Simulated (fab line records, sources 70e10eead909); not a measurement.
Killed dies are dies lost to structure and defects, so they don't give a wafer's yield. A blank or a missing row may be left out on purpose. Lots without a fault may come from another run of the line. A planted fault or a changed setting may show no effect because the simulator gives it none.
fab line records | flow nand_harc
record lots=10 wafers=30 last_day=33
route steps=1302 shown P_M0@270 P_M1@293 END@1302
lots that met no fault: from a run of the same line without faults
start_h: hours from the record's first day to the start of the lot's first wafer shown | wait_h: hours since the lot's step before | " the same as in the row above | L1.1+2: a row that stands for several wafers | - no value, or no start given | * or withheld: withheld | < > ~ a bound
route shown NAME@n: a module of which the file shows steps, and the number in the route of the first | usual: mean/standard deviation of fault-free wafers | same: alike in all rows | chamber/n: place in a boat | sites: the reading at each site | _std_site: their standard deviation | _edge_site: outer sites' mean less inner sites' | radius_mm: how far each site lies from the wafer's centre | mask NAME#n: copy n | behind: the tool/chamber that last shaped the wafer | hold: why the lot was held/for how many hours/how that ended | device: the transistor (n, p or np) that didn't switch | end of line: the same wafers' tests at the end of the route | a step without rows: its recipe alone | killed: dies lost to structure and defects at the first sort, not the wafer's yield | map: a wafer's dies, x killed, . not, _ none there
set.NAME: the setting as run; set.NAME@STEP: as run at that earlier step | model.NAME: the simulator's own value behind a step, which no gauge read
steps of the route over a sample of lots; a table a step, a row a wafer
services: from which hour (start_h, from the record's first day; less than 0 if before it) a tool's chamber was out of use, for how many hours, and why
## steps
# step NHARC_P_M0_STRIP_18
# recipe power_w=1000 n2_flow_sccm=150 h2_flow_sccm=150 ar_flow_sccm=0 bias_w=0 chemistry=N2/H2
# usual drypump_motor_current_A=5.8/0.46 h2_flow_sccm=150.0/0.48 oes_product_au=1.000/0.0076 rf_fwd_power_W=997/3.4 rf_vpp_V=90.6/0.98 showerhead_plenum_p_Torr=2.03/0.08 throttle_valve_pct=14.171/0.0095
# columns lot.wafer tool chamber start_h wait_h drypump_motor_current_A h2_flow_sccm oes_product_au rf_fwd_power_W rf_hours_counter_h rf_vpp_V showerhead_plenum_p_Torr throttle_valve_pct
L499.3 rie_diel-04 1 130.99 0.1 5.9 150.4 1.001 995 45 90.2 2.03 14.172
L499.4 " 2 " " 5.1 150.3 0.993 999 41 91.1 1.95 14.166
L499.5 " 1 " " 5.8 150.1 1.002 994 - 92.1 2.03 14.177
L501.1 rie_diel-10 2 151.41 0.1 5.8 150.2 1.001 1003 7 91.0 2.09 14.167
L501.4 " 1 " " 6.2 150.3 0.995 1003 14 89.5 1.90 14.181
L501.6 " 2 " " 5.8 150.2 1.005 998 - 88.9 2.09 14.181
L504.4 rie_diel-05 3 180.48 0.1 4.9 148.9 1.009 998 39 90.1 1.97 14.180
L504.1 " 0 " " 6.1 149.6 1.005 997 42 90.3 2.06 14.172
L504.5 " 1 " " 4.8 150.5 1.004 1002 - 90.5 2.12 14.171
L507.3 rie_diel-05 3 212.21 0.1 4.9 150.0 0.998 998 48 90.4 1.97 14.172
L507.5 " 3 " " 4.9 150.3 1.009 1001 - 89.8 1.97 14.164
L507.6 " 0 " " 6.1 150.1 0.997 996 - 91.2 2.06 14.174
L509.1 rie_diel-04 2 237.42 0.1 5.1 150.1 0.985 999 13 89.4 1.94 14.177
L509.3 " 1 " " 5.8 149.7 1.000 1000 14 89.6 2.02 14.159
L509.5 " 2 " " 5.1 150.8 0.998 996 - 87.9 1.94 14.169
L511.2 rie_diel-04 2 247.51 0.1 5.1 150.7 0.992 998 16 89.1 1.94 14.169
L511.1 " 0 " " 5.6 149.8 0.994 1002 17 91.0 1.97 14.174
L511.5 " 2 " " 5.1 150.7 0.994 993 - 89.5 1.94 14.167
L516.1 rie_diel-10 0 302.66 0.1 5.7 150.2 1.014 999 11 90.6 2.16 14.171
L516.3 " 3 " " 6.4 149.5 1.009 993 9 90.8 2.06 14.171
L516.6 " 0 " " 5.7 150.4 1.004 995 - 90.1 2.16 14.190
L517.2 rie_diel-05 1 314.32 0.1 4.8 148.9 1.008 999 24 91.3 2.10 14.149
L517.1 " 2 " " 6.2 150.2 0.990 1001 24 91.0 2.01 14.179
L517.6 " 0 " " 6.1 149.6 1.016 993 - 89.4 2.05 14.163
L518.2 rie_diel-04 0 328.17 0.1 5.6 149.5 1.008 995 42 89.9 1.97 14.173
L518.3 " 3 " " 6.2 150.5 0.998 989 39 91.6 2.08 14.187
L518.6 " 0 " " 5.6 149.7 1.003 995 - 91.8 1.97 14.169
L521.1 rie_diel-10 1 353.67 0.1 6.2 149.7 0.986 996 19 88.9 1.89 14.159
L521.5 " 2 " " 5.8 149.9 0.990 1000 - 92.3 2.08 14.160
L521.6 " 3 " " 6.4 150.5 1.000 1001 - 91.5 2.06 14.188
# step NHARC_P_M0_PRE_CLEAN_31
# recipe time_s=12 temp_c=370 rf_power_w=300 gas=NH3
# usual heater_power_w=616/110 rf_fwd_power_W=292.5/1
# columns lot.wafer tool chamber start_h wait_h heater_power_w rf_fwd_power_W
L499.3 pecvd-02 0 133.16 0.1 490 290.2
L499.5 " 1 " " 800 292.3
L499.4 " 2 " " 499 293.5
L501.1 pecvd-01 1 153.59 0.1 806 292.2
L501.6 " 0 " " 579 291.0
L501.4 " 1 " " 786 293.4
L504.1 pecvd-02 1 182.70 0.1 680 292.6
L504.5 " 0 " " 550 292.7
L504.4 " 1 " " 669 292.1
L507.3 pecvd-01 1 214.41 0.1 733 293.6
L507.5 " 1 " " 723 292.4
L507.6 " 0 " " 571 293.0
L509.1 pecvd-01 1 239.71 0.1 740 293.4
L509.3 " 2 " " 513 292.0
L509.5 " 0 " " 645 292.4
L511.2 pecvd-01 1 249.63 0.1 753 290.3
L511.1 " 2 " " 500 293.3
L511.5 " 2 " " 502 293.2
L516.1 pecvd-01 2 304.84 0.1 521 292.5
L516.3 " 1 " " 682 293.7
L516.6 " 2 " " 527 292.1
L517.1 pecvd-02 0 316.44 0.1 490 290.1
L517.2 " 2 " " 521 292.7
L517.6 " 1 " " 806 291.9
L518.3 pecvd-02 2 330.36 0.1 582 293.2
L518.2 " 0 " " 507 292.1
L518.6 " 1 " " 701 294.0
L521.1 pecvd-01 1 355.81 0.1 754 293.1
L521.5 " 2 " " 500 293.7
L521.6 " 1 " " 779 293.0
# step NHARC_P_M1_PEB_07
# recipe peb_temp_c=100 peb_time_s=65
# usual heater_power_total_W=156.6/0.43
# columns lot.wafer tool chamber start_h wait_h heater_power_total_W
L499.3 litho_track-04 0 134.27 0.0 156.6
L499.4 " 0 " " 156.0
L499.5 " 0 " " 156.5
L501.1 litho_track-06 0 154.83 0.1 156.7
L501.4 " 0 " " 157.0
L501.6 " 0 " " 156.2
L504.1 litho_track-01 0 183.79 0.1 156.3
L504.4 " 0 " " 156.1
L504.5 " 0 " " 156.8
L507.3 litho_track-01 0 215.52 0.0 157.1
L507.5 " 0 " " 156.7
L507.6 " 0 " " 156.2
L509.1 litho_track-01 0 240.92 0.1 164.5
L509.3 " 0 " " 156.2
L509.5 " 0 " " 156.5
L511.1 litho_track-01 0 250.89 0.1 164.5
L511.2 " 0 " " 157.1
L511.5 " 0 " " 156.0
L516.1 litho_track-06 0 305.96 0.1 156.1
L516.3 " 0 " " 156.6
L516.6 " 0 " " 156.0
L517.1 litho_track-06 0 317.68 0.1 156.0
L517.2 " 0 " " 156.8
L517.6 " 0 " " 157.1
L518.2 litho_track-06 0 331.59 0.1 156.8
L518.3 " 0 " " 156.6
L518.6 " 0 " " 156.5
L521.1 litho_track-01 0 356.91 0.1 156.2
L521.5 " 0 " " 156.6
L521.6 " 0 " " 157.0
# step NHARC_P_M1_CD_MEAS_09
# recipe target_cd_nm=130 landing_energy_ev=500
# usual cd_nm=130.0/0.49
# columns lot.wafer tool chamber start_h wait_h cd_nm
L499.3 cd_sem-03 0 134.35 - 129.5
L499.4 " 0 " " 129.2
L499.5 " 0 " " 129.3
L501.1 cd_sem-02 0 154.91 - 129.6
L501.4 " 0 " " 130.4
L501.6 " 0 " " 129.3
L504.1 cd_sem-03 0 183.87 - 129.5
L504.4 " 0 " " 129.4
L504.5 " 0 " " 129.5
L507.3 cd_sem-02 0 215.60 - 129.6
L507.5 " 0 " " 128.9
L507.6 " 0 " " 129.4
L509.1 cd_sem-02 0 241.00 - 127.5
L509.3 " 0 " " 130.0
L509.5 " 0 " " 130.4
L511.1 cd_sem-03 0 250.97 - 126.7
L511.2 " 0 " " 130.1
L511.5 " 0 " " 129.8
L516.1 cd_sem-03 0 306.04 - 130.2
L516.3 " 0 " " 129.6
L516.6 " 0 " " 130.3
L517.1 cd_sem-02 0 317.76 - 130.0
L517.2 " 0 " " 129.9
L517.6 " 0 " " 130.1
L518.2 cd_sem-03 0 331.67 - 130.0
L518.3 " 0 " " 129.6
L518.6 " 0 " " 130.3
L521.1 cd_sem-03 0 356.99 - 130.3
L521.5 " 0 " " 130.2
L521.6 " 0 " " 129.5
# step NHARC_P_M1_ETCH_35
# recipe target_depth_a=400 overetch_a=120 time_s=43.94 ion_energy_ev=200 n2_flow_sccm=150 h2_flow_sccm=150 ar_flow_sccm=0 rf_w=400 bias_w=150 chemistry=N2/H2
# usual drypump_motor_current_A=5.6/0.44 h2_flow_sccm=150.0/0.44 oes_product_au=0.999/0.0067 rf_fwd_power_W=395.0/2 rf_vpp_V=429.7/1.5 showerhead_plenum_p_Torr=2.01/0.042 throttle_valve_pct=14.172/0.0097
# columns lot.wafer tool chamber start_h wait_h drypump_motor_current_A h2_flow_sccm oes_product_au rf_fwd_power_W rf_hours_counter_h rf_vpp_V showerhead_plenum_p_Torr throttle_valve_pct
L499.3 rie_diel-13 2 134.62 0.1 5.4 149.8 0.994 395.0 9 430.3 2.10 14.176
L499.4 " 3 " " 5.7 150.0 0.994 392.4 8 430.5 2.00 14.186
L499.5 " 2 " " 5.4 150.9 1.000 396.0 - 433.9 2.10 14.171
L501.1 rie_diel-06 2 155.21 0.1 5.5 149.9 0.999 391.4 1 430.6 2.03 14.182
L501.6 " 1 " " 5.6 150.0 1.001 395.6 - 428.0 1.98 14.164
L501.4 " 3 " " 6.1 150.2 1.000 397.5 - 429.9 2.00 14.175
L504.4 rie_diel-06 0 184.14 0.1 4.8 149.8 1.000 396.4 2 430.8 2.03 14.188
L504.1 " 1 " " 5.6 149.5 0.997 397.4 4 428.7 1.98 14.173
L504.5 " 1 " " 5.6 149.3 0.994 394.4 - 428.8 1.98 14.183
L507.3 rie_diel-13 1 215.87 0.1 5.1 149.8 0.989 394.5 3 429.1 1.97 14.167
L507.5 " 1 " " 5.1 150.2 0.999 394.6 - 427.9 1.97 14.174
L507.6 " 2 " " 5.4 149.9 0.996 395.3 - 431.3 2.10 14.177
L509.1 rie_diel-06 3 241.27 0.1 6.1 150.2 0.992 398.3 9 428.8 2.00 14.173
L509.3 " 1 " " 5.6 149.8 0.990 395.5 9 429.2 1.98 14.180
L509.5 " 3 " " 6.1 149.5 0.998 398.2 - 429.0 2.00 14.167
L511.2 rie_diel-06 1 251.24 0.1 5.6 150.7 1.002 395.6 9 430.0 1.98 14.166
L511.1 " 3 " " 6.1 149.6 0.994 397.7 10 429.0 2.00 14.158
L511.5 " 2 " " 5.5 149.6 0.985 391.1 - 430.8 2.02 14.170
L516.3 rie_diel-13 0 306.31 0.1 6.4 150.1 1.002 395.7 8 429.8 1.98 14.173
L516.1 " 3 " " 5.7 150.2 0.987 395.4 7 428.4 1.99 14.157
L516.6 " 0 " " 6.3 149.9 0.999 397.0 - 427.5 1.98 14.159
L517.1 rie_diel-06 3 318.04 0.1 6.1 150.0 1.007 400.6 0 429.1 2.00 14.192
L517.2 " 0 " " 4.8 150.4 0.998 394.8 0 430.2 2.02 14.152
L517.6 " 1 " " 5.6 150.3 1.000 395.7 - 427.2 1.98 14.160
L518.3 rie_diel-13 0 331.93 0.1 6.4 149.6 0.993 395.6 9 430.5 1.98 14.187
L518.2 " 2 " " 5.4 149.4 0.999 394.1 9 432.0 2.09 14.176
L518.6 " 1 " " 5.1 151.0 1.009 394.0 - 428.7 1.97 14.163
L521.1 rie_diel-13 3 357.28 0.1 5.7 150.7 1.007 390.8 0 429.5 1.99 14.160
L521.5 " 1 " " 5.1 150.5 1.003 395.6 - 428.3 1.97 14.178
L521.6 " 2 " " 5.4 150.2 1.001 395.7 - 432.0 2.09 14.163
# step NHARC_END_SORT_01
# recipe temp_c=25
# usual defect_limited_yield=91.4/2.6 killed_at_array=53/18 killed_at_other=0.9/1.3 killed_at_periphery=4/3.1 killed_dies=58/18 killed_open=3.4/2 killed_short=2.5/1.8 sort_bin_2_pct=3.1/1.2 sort_bin_3_pct=0.7/0.38 sort_bin_4_pct=4.8/1.5 sort_n_pass=619/18 sort_rim_yield_pct=90/4.6 sort_yield_pct=91.4/2.6
# same gross_dies=677 sort_bin_5_pct[%]=0 sort_bin_6_pct[%]=0 sort_bin_7_pct[%]=0 sort_bin_8_pct[%]=0 sort_rim_n_gross=106.00
# columns lot.wafer tool chamber start_h wait_h defect_limited_yield[%] killed_at_array killed_at_other killed_at_periphery killed_dies killed_open killed_short sort_bin_2_pct[%] sort_bin_3_pct[%] sort_bin_4_pct[%] sort_n_pass sort_rim_yield_pct[%] sort_yield_pct[%]
L499.3 prober-01 0 557.94 3.1 93.4 39 0 6 45 4 4 1.9 0.3 4.4 632 89 93.4
L499.4 prober-01 0 558.74 3.4 90.3 58 0 8 66 6 1 2.8 1.2 5.8 611 96 90.3
L499.5 prober-01 0 559.54 3.7 90.0 61 1 6 68 4 8 3.4 0.3 6.4 609 93 90.0
L501.1 prober-01 0 584.11 2.5 92.9 44 1 3 48 6 2 2.2 0.1 4.7 629 91 92.9
L501.4 prober-01 0 586.52 3.4 93.5 43 0 1 44 1 1 1.9 0.7 3.8 633 92 93.5
L501.6 prober-01 0 588.13 4.0 92.6 46 1 3 50 3 3 2.8 0.7 3.8 627 92 92.6
L504.1 prober-02 0 612.25 2.5 95.1 25 2 6 33 3 3 0.9 0.4 3.5 644 93 95.1
L504.4 prober-02 0 614.61 3.3 95.6 26 2 2 30 3 0 1.3 0 3.1 647 98 95.6
L504.5 prober-02 0 615.39 3.6 95.1 25 0 8 33 3 3 1.3 0.4 3.1 644 98 95.1
L507.3 prober-01 0 657.73 3.1 93.1 41 1 5 47 0 4 2.1 0.9 4.0 630 82 93.1
L507.5 prober-01 0 659.34 3.7 90.4 54 3 8 65 4 5 4.1 0.6 4.9 612 84 90.4
L507.6 prober-01 0 660.14 4.0 88.6 71 2 4 77 1 3 3.8 1.2 6.4 600 93 88.6
L511.1 prober-02 0 689.49 2.5 95.4 30 0 1 31 5 2 1.8 0.1 2.7 646 93 95.4
L511.2 prober-02 0 690.29 2.8 92.5 49 1 1 51 1 1 3.2 0.7 3.5 626 99 92.5
L511.5 prober-02 0 692.70 3.7 93.1 46 0 1 47 4 0 2.5 0.4 4.0 630 98 93.1
L509.1 prober-01 0 689.50 2.5 93.5 42 0 2 44 2 2 2.1 0.9 3.5 633 100 93.5
L509.3 prober-01 0 691.11 3.1 90.8 60 0 2 62 6 3 3.7 0.3 5.2 615 96 90.8
L509.5 prober-01 0 692.72 3.7 91.3 56 0 3 59 7 2 3.7 0.6 4.4 618 94 91.3
L516.1 prober-01 0 745.23 2.5 93.4 44 0 1 45 2 3 2.4 0.3 4.0 632 90 93.4
L516.3 prober-01 0 746.82 3.1 92.3 38 1 13 52 1 3 2.7 0.3 4.7 625 88 92.3
L516.6 prober-01 0 749.21 4.0 93.2 38 3 5 46 3 2 2.2 0.9 3.7 631 94 93.2
L517.1 prober-01 0 761.83 2.5 87.7 71 0 12 83 4 3 4.4 0.9 6.9 594 79 87.7
L517.2 prober-01 0 762.65 2.9 89.1 66 0 8 74 3 3 4.0 0.6 6.4 603 92 89.1
L517.6 prober-01 0 765.90 4.1 89.8 62 1 6 69 3 2 3.4 1.0 5.8 608 83 89.8
L518.2 prober-01 0 772.29 2.8 89.1 71 0 3 74 4 2 2.4 1.2 7.4 603 90 89.1
L518.3 prober-01 0 773.11 3.1 90.8 57 0 5 62 3 5 2.8 0.7 5.6 615 85 90.8
L518.6 prober-01 0 775.57 4.1 91.1 51 0 9 60 2 3 3.8 0.1 4.9 617 92 91.1
L521.1 prober-01 0 794.07 2.5 89.8 67 1 1 69 2 2 4.4 0.6 5.2 608 85 89.8
L521.5 prober-01 0 797.30 3.7 90.7 56 1 6 63 4 2 4.4 0.9 4.0 614 89 90.7
L521.6 prober-01 0 798.11 4.0 92.5 46 1 4 51 4 2 3.2 0.9 3.4 626 89 92.5
# killed by level:class
L499.3 A_CHANNEL_HOLE_D2:chamber_film_flake=21 A_STAIRCASE:chamber_film_flake=6 A_WL_FILL:chamber_film_flake=4 P_GATE:chamber_film_flake=3 A_CHANNEL_FILL_D2:geometric_particle:short=2 P_STI:geometric_particle:open=1 A_CHANNEL_FILL_D2:geometric_particle:open=1 A_WL_FILL:geometric_particle:open=1
L499.4 A_CHANNEL_HOLE_D2:chamber_film_flake=35 P_GATE:chamber_film_flake=5 A_STAIRCASE:chamber_film_flake=5 A_CHANNEL_HOLE_D1:chamber_film_flake=4 A_ZERO_WELL:chamber_film_flake=3 A_CONTACT:chamber_film_flake=3 A_CHANNEL_FILL_D1:geometric_particle:open=2 P_STI:chamber_film_flake=2
L499.5 A_CHANNEL_HOLE_D2:chamber_film_flake=36 A_CHANNEL_HOLE_D1:chamber_film_flake=7 P_GATE:chamber_film_flake=4 A_SGD_CUT:geometric_particle:short=3 A_CONTACT:chamber_film_flake=3 A_CHANNEL_FILL_D2:geometric_particle:open=2 A_STAIRCASE:chamber_film_flake=2 P_GATE:geometric_particle:open=1
L501.1 A_SLIT:chamber_film_flake=19 A_CHANNEL_HOLE_D2:chamber_film_flake=7 A_CHANNEL_HOLE_D1:chamber_film_flake=4 A_WL_FILL:chamber_film_flake=3 A_M1:geometric_particle:open=2 P_GATE:chamber_film_flake=2 A_STAIRCASE:chamber_film_flake=2 A_CONTACT:chamber_film_flake=2
L501.4 A_SLIT:chamber_film_flake=17 A_CHANNEL_HOLE_D2:chamber_film_flake=9 A_CHANNEL_HOLE_D1:chamber_film_flake=4 A_CONTACT:chamber_film_flake=4 A_STAIRCASE:chamber_film_flake=3 A_DECK1_JOINT:chamber_film_flake=2 A_WL_FILL:chamber_film_flake=2 P_M1:geometric_particle:open=1
L501.6 A_SLIT:chamber_film_flake=23 A_CONTACT:chamber_film_flake=8 A_CHANNEL_HOLE_D2:chamber_film_flake=5 A_ONON_D1:geometric_particle:short=2 P_GATE:chamber_film_flake=2 A_STAIRCASE:chamber_film_flake=2 P_M0:geometric_particle:open=1 A_CHANNEL_HOLE_D1:geometric_particle:open=1
L504.1 A_CHANNEL_HOLE_D2:chamber_film_flake=13 A_DECK1_JOINT:chamber_film_flake=4 P_ZERO_WELL:chamber_film_flake=3 A_STAIRCASE:chamber_film_flake=2 THIN_TSV:chamber_film_flake=2 P_CONTACT:geometric_particle:short=1 P_CONTACT:geometric_particle:open=1 P_M0:geometric_particle:short=1
L504.4 A_CHANNEL_HOLE_D2:chamber_film_flake=11 A_CHANNEL_HOLE_D1:chamber_film_flake=4 A_CHANNEL_FILL_D1:chamber_film_flake=3 A_CHANNEL_HOLE_D1:geometric_particle:open=2 A_DECK1_JOINT:chamber_film_flake=2 THIN_TSV:chamber_film_flake=2 P_CONTACT:geometric_particle:open=1 P_ZERO_WELL:chamber_film_flake=1
L504.5 A_CHANNEL_HOLE_D2:chamber_film_flake=13 A_DECK1_JOINT:chamber_film_flake=3 A_CONTACT:chamber_film_flake=3 P_CONTACT:geometric_particle:open=2 P_ZERO_WELL:chamber_film_flake=2 A_CHANNEL_FILL_D2:chamber_film_flake=2 P_GATE:geometric_particle:short=1 P_M0:geometric_particle:open=1
L507.3 A_CHANNEL_HOLE_D1:chamber_film_flake=19 A_CHANNEL_HOLE_D2:chamber_film_flake=13 A_CONTACT:chamber_film_flake=3 P_GATE:chamber_film_flake=2 A_WL_FILL:chamber_film_flake=2 P_CONTACT:geometric_particle:short=1 A_ONON_D1:geometric_particle:short=1 A_DECK1_JOINT:geometric_particle:short=1
L507.5 A_CHANNEL_HOLE_D1:chamber_film_flake=21 A_CHANNEL_HOLE_D2:chamber_film_flake=14 A_CONTACT:chamber_film_flake=7 P_GATE:chamber_film_flake=3 P_CONTACT:chamber_film_flake=3 A_STAIRCASE:chamber_film_flake=2 A_ONON_D1:geometric_particle:short=2 A_CHANNEL_FILL_D1:chamber_film_flake=2
L507.6 A_CHANNEL_HOLE_D1:chamber_film_flake=33 A_CHANNEL_HOLE_D2:chamber_film_flake=21 A_CONTACT:chamber_film_flake=6 A_DECK1_JOINT:geometric_particle:short=3 P_BONDPAD:chamber_film_flake=3 A_WL_FILL:chamber_film_flake=2 THIN_TSV:chamber_film_flake=2 A_SGD_CUT:chamber_film_flake=2
L511.1 A_CHANNEL_HOLE_D1:chamber_film_flake=19 A_STAIRCASE:chamber_film_flake=3 A_WL_FILL:chamber_film_flake=2 P_M1:geometric_particle:open=1 A_ONON_D1:geometric_particle:open=1 A_CHANNEL_FILL_D1:geometric_particle:open=1 A_DECK1_JOINT:geometric_particle:short=1 A_CHANNEL_FILL_D2:geometric_particle:short=1
L509.1 A_CHANNEL_HOLE_D1:chamber_film_flake=27 A_CONTACT:chamber_film_flake=5 A_CHANNEL_FILL_D1:chamber_film_flake=2 A_CHANNEL_HOLE_D2:chamber_film_flake=2 A_DECK1_JOINT:geometric_particle:open=1 A_ONON_D2:geometric_particle:short=1 A_WL_FILL:geometric_particle:short=1 A_M0:geometric_particle:open=1
L511.2 A_CHANNEL_HOLE_D1:chamber_film_flake=44 A_STAIRCASE:chamber_film_flake=2 A_CONTACT:chamber_film_flake=2 P_ZERO_WELL:geometric_particle:open=1 STARTING-WAFER:geometric_particle:short=1 A_WL_FILL:chamber_film_flake=1
L509.3 A_CHANNEL_HOLE_D1:chamber_film_flake=37 A_CONTACT:chamber_film_flake=4 A_ONON_D2:geometric_particle:open=3 A_DECK1_JOINT:chamber_film_flake=3 A_WL_FILL:chamber_film_flake=3 A_ONON_D1:geometric_particle:short=2 A_CHANNEL_FILL_D1:chamber_film_flake=2 A_ONON_D1:geometric_particle:open=1
L511.5 A_CHANNEL_HOLE_D1:chamber_film_flake=38 A_SLIT:chamber_film_flake=2 A_DECK1_JOINT:geometric_particle:open=1 A_ONON_D2:geometric_particle:open=1 A_BLC:geometric_particle:open=1 A_M1:geometric_particle:open=1 P_STI:chamber_film_flake=1 A_CHANNEL_HOLE_D2:chamber_film_flake=1
L509.5 A_CHANNEL_HOLE_D1:chamber_film_flake=32 A_SLIT:chamber_film_flake=5 A_CONTACT:chamber_film_flake=4 A_WL_FILL:chamber_film_flake=3 A_CHANNEL_FILL_D2:chamber_film_flake=3 A_CHANNEL_FILL_D2:geometric_particle:open=2 P_M0:geometric_particle:open=1 P_M2:geometric_particle:short=1
L516.1 A_CHANNEL_HOLE_D1:chamber_film_flake=19 A_CONTACT:chamber_film_flake=8 A_SLIT:chamber_film_flake=6 A_CHANNEL_HOLE_D2:chamber_film_flake=3 A_WL_FILL:chamber_film_flake=2 A_ONON_D1:geometric_particle:open=1 A_CHANNEL_FILL_D1:geometric_particle:open=1 A_ONON_D2:geometric_particle:short=1
L516.3 A_CHANNEL_HOLE_D1:chamber_film_flake=12 A_CONTACT:chamber_film_flake=11 P_GATE:chamber_film_flake=10 A_STAIRCASE:chamber_film_flake=5 A_SLIT:chamber_film_flake=5 A_CHANNEL_HOLE_D2:chamber_film_flake=2 P_CONTACT:geometric_particle:short=1 P_M0:geometric_particle:open=1
L516.6 A_CHANNEL_HOLE_D1:chamber_film_flake=15 A_CONTACT:chamber_film_flake=7 A_SLIT:chamber_film_flake=7 P_M2:chamber_film_flake=3 THIN_TSV:chamber_film_flake=3 A_STAIRCASE:chamber_film_flake=2 P_M0:geometric_particle:open=1 A_ONON_D1:geometric_particle:short=1
L517.1 A_SLIT:chamber_film_flake=34 A_CHANNEL_HOLE_D1:chamber_film_flake=21 A_STAIRCASE:chamber_film_flake=7 P_ZERO_WELL:chamber_film_flake=3 P_M1:chamber_film_flake=3 A_CONTACT:chamber_film_flake=3 A_M0:geometric_particle:open=2 P_GATE:chamber_film_flake=2
L517.2 A_CHANNEL_HOLE_D1:chamber_film_flake=33 A_SLIT:chamber_film_flake=22 P_GATE:geometric_particle:open=2 A_ONON_D2:geometric_particle:short=2 P_ZERO_WELL:chamber_film_flake=2 P_GATE:chamber_film_flake=2 A_CHANNEL_FILL_D1:chamber_film_flake=2 A_STAIRCASE:chamber_film_flake=2
L517.6 A_SLIT:chamber_film_flake=31 A_CHANNEL_HOLE_D1:chamber_film_flake=17 P_GATE:chamber_film_flake=3 A_CHANNEL_HOLE_D2:chamber_film_flake=3 A_STAIRCASE:chamber_film_flake=3 A_DECK1_JOINT:chamber_film_flake=2 P_M0:geometric_particle:open=1 A_CHANNEL_FILL_D1:geometric_particle:open=1
L518.2 A_CHANNEL_HOLE_D2:chamber_film_flake=29 A_CHANNEL_HOLE_D1:chamber_film_flake=14 A_SLIT:chamber_film_flake=10 A_CONTACT:chamber_film_flake=6 A_STAIRCASE:chamber_film_flake=3 P_ZERO_WELL:chamber_film_flake=2 A_DECK1_JOINT:chamber_film_flake=2 A_DECK1_JOINT:geometric_particle:open=1
L518.3 A_CHANNEL_HOLE_D2:chamber_film_flake=28 A_CHANNEL_HOLE_D1:chamber_film_flake=13 A_CONTACT:chamber_film_flake=4 A_SLIT:chamber_film_flake=3 A_WL_FILL:geometric_particle:short=2 P_GATE:chamber_film_flake=2 A_DECK1_JOINT:chamber_film_flake=2 P_CONTACT:geometric_particle:open=1
L518.6 A_CHANNEL_HOLE_D1:chamber_film_flake=14 A_CHANNEL_HOLE_D2:chamber_film_flake=14 A_SLIT:chamber_film_flake=9 P_GATE:chamber_film_flake=6 A_CONTACT:chamber_film_flake=6 A_CHANNEL_FILL_D2:chamber_film_flake=3 P_STI:geometric_particle:open=1 P_CONTACT:geometric_particle:short=1
L521.1 A_CHANNEL_HOLE_D2:chamber_film_flake=30 A_SLIT:chamber_film_flake=17 A_CHANNEL_HOLE_D1:chamber_film_flake=8 A_CONTACT:chamber_film_flake=8 A_ONON_D1:geometric_particle:open=2 A_SOURCE_PLATE:geometric_particle:short=1 A_CHANNEL_FILL_D2:geometric_particle:short=1 P_M1:chamber_film_flake=1
L521.5 A_SLIT:chamber_film_flake=20 A_CHANNEL_HOLE_D2:chamber_film_flake=16 A_CONTACT:chamber_film_flake=9 A_CHANNEL_HOLE_D1:chamber_film_flake=6 P_M1:chamber_film_flake=3 P_CONTACT:geometric_particle:open=2 P_GATE:geometric_particle:open=1 A_SOURCE_PLATE:geometric_particle:open=1
L521.6 A_SLIT:chamber_film_flake=17 A_CHANNEL_HOLE_D2:chamber_film_flake=10 A_CONTACT:chamber_film_flake=7 A_CHANNEL_HOLE_D1:chamber_film_flake=3 A_CHANNEL_FILL_D1:geometric_particle:open=2 P_M1:chamber_film_flake=2 A_WL_FILL:chamber_film_flake=2 P_M0:geometric_particle:open=1
## services
# columns tool chamber start_h hours kind
rie_diel-06 0 118.18 47.1 repair
rie_diel-06 1 121.51 16.6 repair
pecvd-01 - 130.15 13.0 pm
rie_diel-06 - 130.59 9.0 pm
rie_diel-10 1 132.59 3.7 repair
rie_diel-05 3 139.13 9.7 repair
litho_track-01 - 155.00 7.0 pm
rie_diel-13 - 165.00 9.0 pm
rie_diel-04 - 178.73 9.0 pm
litho_track-06 - 179.00 7.0 pm
rie_diel-13 3 183.55 3.9 repair
pecvd-02 0 192.05 4.1 repair
pecvd-01 - 204.86 1.4 repair
pecvd-02 - 227.22 13.0 pm
rie_diel-04 1 228.76 3.0 repair
rie_diel-06 3 282.38 6.4 repair
rie_diel-06 - 307.59 9.0 pm
rie_diel-13 1 310.49 7.6 repair
pecvd-01 - 311.15 13.0 pm
pecvd-01 - 329.37 1.4 repair
litho_track-01 - 330.00 7.0 pm
rie_diel-13 - 336.36 2.4 repair
rie_diel-13 - 342.00 9.0 pm
litho_track-06 - 354.00 7.0 pm
## key
first_sign step=NHARC_P_M1_PEB_07 reading=heater_power_total_W direction=up sigmas=18 usual=* struck=*
effect step=NHARC_P_M1_CD_MEAS_09 reading=cd_nm direction=down sigmas=5.9 usual=130.0 struck=127.1
met_at NHARC_P_M1_PEB_07
struck_lots L509,L511
struck_wafers L509.1,L511.1
not_acting_at NHARC_P_M0_STRIP_18,NHARC_P_M0_PRE_CLEAN_31,NHARC_P_M1_ETCH_35
onset_between 215.52 240.92
fault kind=process_parameter_drift tool=litho_track-01 chamber=- onset_h=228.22 steps=NHARC_P_M1_PEB_07 channel=peb_time_s offset=* shape=step end_h=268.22 scope=struck_wafers_only acts_in=* stated=*
